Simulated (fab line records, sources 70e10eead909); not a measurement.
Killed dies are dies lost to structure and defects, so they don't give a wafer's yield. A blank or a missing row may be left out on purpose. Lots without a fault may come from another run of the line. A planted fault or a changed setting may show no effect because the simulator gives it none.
Which tool did it? | flow nand_harc | 13 lots, 39 wafers sampled, at 5 steps of a route of 1302

WHAT THE GAUGES READ, wafer by wafer
NHARC_END_SORT_01. Usual: killed_at_array 50, standard deviation 14; killed_at_other 0.9, standard deviation 1; killed_at_periphery 3.9, standard deviation 2.5; killed_dies 55, standard deviation 15; killed_open 3.5, standard deviation 1.9; killed_short 2.5, standard deviation 1.7.
lot  | measured     | on        | killed_at_array | killed_at_other | killed_at_periphery | killed_dies | killed_open | killed_short | flag
L106 | day 26 05:26 | prober-02 | 47 51 53        | 0 0 0           | 4 3 4               | 51 54 57    | 4 4 3       | 1 3 3        |
L110 | day 26 09:47 | prober-01 | 54 39 36        | 0 0 0           | 0 5 0               | 54 44 36    | 3 3 2       | 2 2 2        |
L120 | day 29 22:13 | prober-02 | 49 56 45        | 1 1 1           | 7 8 3               | 57 65 49    | 4 6 3       | 6 1 0        |
L113 | day 30 06:21 | prober-01 | 44 50 50        | 0 3 2           | 2 0 2               | 46 53 54    | 1 6 4       | 5 1 3        |
L114 | day 30 06:16 | prober-02 | 47 40 53        | 0 0 0           | 2 4 0               | 49 44 53    | 3 7 4       | 1 0 3        |
L118 | day 30 06:58 | prober-02 | 59 56 39        | 0 0 0           | 0 2 0               | 59 58 39    | 5 3 1       | 4 2 1        |
L121 | day 30 22:38 | prober-01 | 62 71 64        | 2 3 2           | 1 4 6               | 65 78 72    | 3 5 4       | 1 2 3        |
L126 | day 33 10:28 | prober-01 | 19 23 23        | 0 2 1           | 3 4 6               | 22 29 30    | 1 9 4       | 3 0 1        |
L128 | day 33 08:41 | prober-02 | 70 64 84        | 0 0 1           | 9 6 5               | 79 70 90    | 1 6 2       | 3 0 8        |

WHICH TOOL RAN EACH LOT (tool, then ch and the chambers of the sampled wafers, then the start)
lot  | NHARC_A_WL_FILL_CVD_23           | NHARC_A_WL_FILL_ALD_19              | NHARC_A_WL_FILL_CMP_12        | NHARC_A_CONTACT_DEP_24
L105 | lpcvd_poly-03 ch 0, day 20 19:23 | ald_metal-01 ch 1,2,3, day 20 22:15 | cmp-04 ch 0,2,3, day 20 22:38 | pecvd-04 ch 0,1, day 20 23:08
L106 | lpcvd_poly-03 ch 0, day 22 21:19 | ald_metal-03 ch 0,1,3, day 23 00:10 | cmp-02 ch 1,2,3, day 23 00:33 | pecvd-03 ch 0,1,2, day 23 01:22
L110 | lpcvd_poly-02 ch 0, day 22 23:33 | ald_metal-02 ch 1,2,3, day 23 02:25 | cmp-01 ch 0,1, day 23 02:47   | pecvd-04 ch 0,1, day 23 03:20
L115 | lpcvd_poly-02 ch 0, day 25 02:52 | ald_metal-02 ch 1,2,3, day 25 05:46 | cmp-01 ch 1,2,3, day 25 06:10 | pecvd-01 ch 1,2, day 25 06:48
L120 | lpcvd_poly-03 ch 0, day 26 13:10 | ald_metal-01 ch 1,2, day 26 15:59   | cmp-02 ch 0,1,3, day 26 16:25 | pecvd-03 ch 0,2, day 26 16:54
L113 | lpcvd_poly-03 ch 0, day 26 13:12 | ald_metal-01 ch 2,3, day 26 16:04   | cmp-04 ch 1,2,3, day 26 16:43 | pecvd-03 ch 0,1,2, day 26 17:17
L114 | lpcvd_poly-03 ch 0, day 26 13:12 | ald_metal-02 ch 0,3, day 26 16:05   | cmp-01 ch 0,3, day 26 16:27   | pecvd-01 ch 0,2, day 26 17:00
L118 | lpcvd_poly-02 ch 0, day 26 17:03 | ald_metal-03 ch 0,1, day 26 19:54   | cmp-01 ch 0,3, day 26 20:17   | pecvd-04 ch 0,2, day 26 20:58
L121 | lpcvd_poly-01 ch 0, day 27 12:42 | ald_metal-02 ch 2,3, day 27 15:33   | cmp-01 ch 0,2, day 27 15:56   | pecvd-03 ch 1,2, day 27 16:32
L124 | lpcvd_poly-03 ch 0, day 28 10:10 | ald_metal-02 ch 0,3, day 28 13:03   | cmp-02 ch 2,3, day 28 13:34   | pecvd-04 ch 0,1,2, day 28 14:05
L122 | lpcvd_poly-02 ch 0, day 28 23:46 | ald_metal-02 ch 0,1,2, day 29 02:40 | cmp-01 ch 0,2,3, day 29 03:04 | pecvd-04 ch 0,1, day 29 03:41
L126 | lpcvd_poly-03 ch 0, day 29 21:35 | ald_metal-03 ch 1,2, day 30 00:29   | cmp-04 ch 0,1,2, day 30 00:53 | pecvd-04 ch 0,2, day 30 01:26
L128 | lpcvd_poly-03 ch 0, day 29 21:35 | ald_metal-02 ch 0,1,2, day 30 00:29 | cmp-01 ch 0,3, day 30 00:50   | pecvd-03 ch 0,2, day 30 01:26
- NHARC_A_WL_FILL_CVD_23: deposits poly-Si, target thk 40 nm, time 800 s.
- NHARC_A_WL_FILL_ALD_19: deposits TiN, target thk 2 nm, pulse time 3 s, ald cycles 100.
- NHARC_A_WL_FILL_CMP_12: polishes, t overpolish 30 s, target thk 100 nm.
- NHARC_A_CONTACT_DEP_24: deposits SiO2, target thk 500 nm.

WHAT THE TOOLS THEMSELVES READ (means of the sampled wafers that have a number; where no wafer has one, the mark that the record gives instead)
NHARC_A_WL_FILL_CVD_23. Usual: spike_tc_bottom_C 643.5 C, standard deviation 1.1; spike_tc_upper_C 620.3 C, standard deviation 1.1; zone_power_top_pct 18.2 %, standard deviation 0.39.
lot  | tool          | spike_tc_bottom_C (C) | spike_tc_upper_C (C) | zone_power_top_pct (%) | flag
L105 | lpcvd_poly-03 | 643.9                 | 619.8                | 18.0                   |
L106 | lpcvd_poly-03 | 643.6                 | 620.2                | 18.1                   |
L110 | lpcvd_poly-02 | 642.6                 | 621.4                | 18.4                   |
L115 | lpcvd_poly-02 | 643.3                 | 621.6                | 18.3                   |
L120 | lpcvd_poly-03 | 643.6                 | 620.5                | 18.0                   |
L113 | lpcvd_poly-03 | 643.1                 | 619.2                | 18.1                   |
L114 | lpcvd_poly-03 | 644.4                 | 621.4                | 17.9                   |
L118 | lpcvd_poly-02 | 641.5                 | 621.3                | 18.3                   |
L121 | lpcvd_poly-01 | 643.0                 | 619.5                | 18.9                   |
L124 | lpcvd_poly-03 | 644.0                 | 620.5                | 18.1                   |
L122 | lpcvd_poly-02 | 643.1                 | 621.2                | 18.1                   |
L126 | lpcvd_poly-03 | 643.9                 | 620.3                | 17.8                   |
L128 | lpcvd_poly-03 | 644.1                 | 620.0                | 17.8                   |

NHARC_A_WL_FILL_ALD_19. Usual: heater_power_w 1094 W, standard deviation 79; precursor_pulse_height_rel 1.001, standard deviation 0.021.
lot  | tool         | heater_power_w (W) | precursor_pulse_height_rel | flag
L105 | ald_metal-01 | 1044               | 1.017                      |
L106 | ald_metal-03 | 1080               | 0.989                      |
L110 | ald_metal-02 | 1076               | 1.009                      |
L115 | ald_metal-02 | 1072               | 1.007                      |
L120 | ald_metal-01 | 1036               | 0.993                      |
L113 | ald_metal-01 | 1077               | 0.998                      |
L114 | ald_metal-02 | 1137               | 0.995                      |
L118 | ald_metal-03 | 1070               | 1.006                      |
L121 | ald_metal-02 | 1113               | 1.010                      |
L124 | ald_metal-02 | 1172               | 1.017                      |
L122 | ald_metal-02 | 1069               | 1.011                      |
L126 | ald_metal-03 | 1151               | 0.983                      |
L128 | ald_metal-02 | 1078               | 1.013                      |

NHARC_A_WL_FILL_CMP_12. Usual: motor_current_A 11.7 A, standard deviation 1.1; overpolish_run_s 30.000 s, standard deviation 0.0089; time_to_endpoint_s 19.1 s, standard deviation 2.
lot  | tool   | motor_current_A (A) | overpolish_run_s (s) | time_to_endpoint_s (s) | flag
L105 | cmp-04 | 11.9                | 30.000               | 21.5                   |
L106 | cmp-02 | 10.8                | 30.000               | 22.7                   |
L110 | cmp-01 | 11.8                | 30.001               | 17.9                   |
L115 | cmp-01 | 11.8                | 30.002               | 19.6                   |
L120 | cmp-02 | 11.3                | 30.004               | 16.8                   |
L113 | cmp-04 | 12.3                | 30.001               | 20.1                   |
L114 | cmp-01 | 11.9                | 30.004               | 19.9                   |
L118 | cmp-01 | 12.2                | 30.005               | 20.9                   |
L121 | cmp-01 | 11.7                | 30.002               | 17.1                   |
L124 | cmp-02 | 10.7                | 30.001               | 17.4                   |
L122 | cmp-01 | 11.7                | 30.001               | 17.3                   |
L126 | cmp-04 | 11.2                | 30.008               | 19.1                   |
L128 | cmp-01 | 11.9                | 29.993               | 19.9                   |

NHARC_A_CONTACT_DEP_24. Usual: heater_power_w 585 W, standard deviation 82; throttle_valve_pct 15.8 %, standard deviation 0.57.
lot  | tool     | heater_power_w (W) | throttle_valve_pct (%) | flag
L105 | pecvd-04 | 571                | 15.6                   |
L106 | pecvd-03 | 654                | 15.5                   |
L110 | pecvd-04 | 544                | 15.8                   |
L115 | pecvd-01 | 614                | 16.2                   |
L120 | pecvd-03 | 574                | 15.6                   |
L113 | pecvd-03 | 594                | 15.2                   |
L114 | pecvd-01 | 581                | 15.7                   |
L118 | pecvd-04 | 658                | 16.6                   |
L121 | pecvd-03 | 612                | 15.0                   |
L124 | pecvd-04 | 593                | 16.1                   |
L122 | pecvd-04 | 532                | 15.6                   |
L126 | pecvd-04 | 492                | 15.7                   |
L128 | pecvd-03 | 673                | 15.9                   |

THE ANSWER, worked out from the rows above alone
Rule: a lot is off if the mean of its wafers that have a number lies more than 3 standard deviations from the usual mean. A lot without any number at a reading at which 4 lots or more have one is off too. The other lots that the step has rows for count as sound. The gauges are gone through in route order, then the tools' own readings, and for those a lot's mean is taken as printed above. The first step at which some lot is off is used, and at that step the reading that is off furthest; a lot without a number counts as furthest.
No lot is off at any reading shown: from this, nothing can be told.

WHAT THE SIMULATOR HAD PUT IN
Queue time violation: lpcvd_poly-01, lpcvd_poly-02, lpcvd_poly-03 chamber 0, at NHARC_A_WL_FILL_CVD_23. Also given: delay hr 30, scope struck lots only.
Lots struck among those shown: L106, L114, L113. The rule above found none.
